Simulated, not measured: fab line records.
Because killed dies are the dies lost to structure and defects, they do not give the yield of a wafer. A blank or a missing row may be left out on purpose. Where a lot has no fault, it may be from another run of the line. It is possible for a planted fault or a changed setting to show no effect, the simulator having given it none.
Split-lot trial | flow n5-finfet | 21 wafers read across 7 lots, on a route 1938 steps long

## ABOUT THE SPLIT
At N5_BEOL_M12_SPUTTER_44 (material Ta, target thk 10 nm, time 16.13 s), the setting time-s was moved away from the recipe's 16.13 s on 4 of the 21 wafers read, by -13.0% to +6.0%. For the rest of the wafers, this setting stayed at what the recipe calls for.

The reading comes from the split's own step.

## THE READING
Ta_of_BEOL_M12_SPUTTER_44.thk-nm (the simulator's own value, which no gauge read), in nm, at N5_BEOL_M12_SPUTTER_44 (material Ta, target thk 10 nm, time 16.13 s). The file does not state a usual value for it. Here, 17 wafers ran the recipe; their average is 10.1 nm with a standard deviation of 0.19 nm.

wafer  | tool, chamber at the split | time-s as run, s | against the recipe | Ta_of_BEOL_M12_SPUTTER_44.thk-nm, nm | against lot-mates on the recipe
L074.1 | pvd-sputter-02, -          | 14.03            | -13.0%             | 8.8                                  | -1.4
L074.6 | pvd-sputter-02, -          | 14.03            | -13.0%             | 8.8                                  | -1.4
L074.5 | pvd-sputter-02, -          | 16.13            | recipe             | 10.2                                 | -
L075.3 | pvd-sputter-01, -          | 16.13            | recipe             | 9.8                                  | -
L075.4 | pvd-sputter-01, -          | 16.13            | recipe             | 10.2                                 | -
L075.5 | pvd-sputter-01, -          | 15.33            | -5.0%              | 9.2                                  | -0.8
L080.1 | pvd-sputter-01, -          | 16.13            | recipe             | 10                                   | -
L080.3 | pvd-sputter-01, -          | 16.13            | recipe             | 10                                   | -
L080.2 | pvd-sputter-01, -          | 16.13            | recipe             | 10.2                                 | -
L084.2 | pvd-sputter-03, -          | 16.13            | recipe             | 10                                   | -
L084.5 | pvd-sputter-03, -          | 16.13            | recipe             | 10                                   | -
L084.3 | pvd-sputter-03, -          | 16.13            | recipe             | 10.2                                 | -
L089.2 | pvd-sputter-02, -          | 16.13            | recipe             | 10.4                                 | -
L089.6 | pvd-sputter-02, -          | 16.13            | recipe             | 10.4                                 | -
L089.5 | pvd-sputter-02, -          | 17.09            | +6.0%              | 11                                   | +0.6
L091.4 | pvd-sputter-02, -          | 16.13            | recipe             | 9.8                                  | -
L091.5 | pvd-sputter-02, -          | 16.13            | recipe             | 10                                   | -
L091.6 | pvd-sputter-02, -          | 16.13            | recipe             | 10                                   | -
L095.3 | pvd-sputter-01, -          | 16.13            | recipe             | 10.2                                 | -
L095.4 | pvd-sputter-01, -          | 16.13            | recipe             | 9.8                                  | -
L095.5 | pvd-sputter-01, -          | 16.13            | recipe             | 9.8                                  | -

FIT RESULTS
A straight line over all 21 wafers: Ta_of_BEOL_M12_SPUTTER_44.thk-nm changes by +0.108 nm for each +1% of time-s; r = +0.91; the points scatter about the line by 0.21 nm.
The same after taking each lot's own level away (the mean of its wafers on the recipe; 21 wafers): +0.109 nm for each +1%; r = +0.96; scatter 0.13 nm.
The reading moves by 1.4 nm for the largest change in time-s, on that fit.
From 9.93 to 10.40 nm: that is the span of the lots' own levels, equal to 2.4 times the standard deviation above.
The two slopes agree, so the slope changes little with the lot-to-lot level.
Check: for one of the wafers moved furthest among these (-13.0%), held out of the fit, the line's prediction against its lot-mates is -1.47 nm. It came out at -1.4 nm against them.

## FILE'S OWN FIT
Ta_of_BEOL_M12_SPUTTER_44.thk-nm changes by +0.112 nm for each +1% of time-s, r = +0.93.
